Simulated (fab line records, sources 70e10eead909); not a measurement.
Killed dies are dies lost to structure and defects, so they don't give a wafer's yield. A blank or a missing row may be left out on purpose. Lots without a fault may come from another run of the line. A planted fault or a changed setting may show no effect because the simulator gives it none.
Chamber matching | flow nand_harc | NHARC_A_STAIRCASE_CMP_152 on cmp-03: 4 sister chambers
The step polishes. 18 wafers are shown with their chamber, then 9 later ones without.

WAFERS WITH THEIR CHAMBER
wafer  | chamber | motor_current_A (A)
L074.1 | 3       | 12.8
L074.3 | 1       | 12.2
L074.6 | 1       | 12.9
L076.1 | 1       | 11.7
L076.4 | 0       | 13.2
L076.5 | 1       | 12.3
L079.1 | 3       | 12.9
L079.4 | 1       | 12.6
L079.6 | 0       | 13.5
L084.3 | 3       | 12.1
L084.5 | 0       | 13.7
L084.6 | 3       | 12.4
L087.1 | 2       | 14.6
L087.2 | 1       | 12.5
L087.6 | 3       | 13.4
L088.1 | 1       | 12.5
L088.3 | 3       | 13.0
L088.5 | 0       | 13.6

SIGNATURES (means of the wafers above)
reading         | chamber 0 | chamber 1 | chamber 2 | chamber 3 | scatter within a chamber
motor_current_A | 13.500    | 12.386    | 14.600    | 12.767    | 0.382
Rule: a wafer's distance from a chamber is the root of the sum, over the readings, of the square of ((its reading less the chamber's mean) divided by the reading's scatter). The wafer belongs to the nearest chamber; if the next one is less than 2 further off, it can't be placed. The scatter: the root of (the sum of the squares of (reading less its chamber's mean) over the shown wafers, divided by (wafers less chambers)).

WAFERS WITHOUT THEIR CHAMBER
wafer  | motor_current_A (A)
L091.1 | 12.7
L091.3 | 12.4
L091.4 | 13.9
L094.3 | 12.3
L094.4 | 13.1
L094.6 | 13.4
L096.2 | 14.0
L096.4 | 12.2
L096.5 | 11.8

WHICH CHAMBER EACH WENT THROUGH
wafer  | from the rows above          | in truth
L091.1 | can't be placed: 3 or 1 or 0 | 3
L091.3 | can't be placed: 1 or 3      | 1
L091.4 | can't be placed: 0 or 2 or 3 | 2
L094.3 | can't be placed: 1 or 3      | 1
L094.4 | can't be placed: 3 or 0 or 1 | 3
L094.6 | can't be placed: 0 or 3      | 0
L096.2 | can't be placed: 0 or 2 or 3 | 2
L096.4 | can't be placed: 1 or 3      | 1
L096.5 | can't be placed: 1 or 3      | 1
Placed correctly: 0 of 9. Can't be placed from these rows: 9 (the true chamber is among the candidates in 9). Placed wrongly: 0.
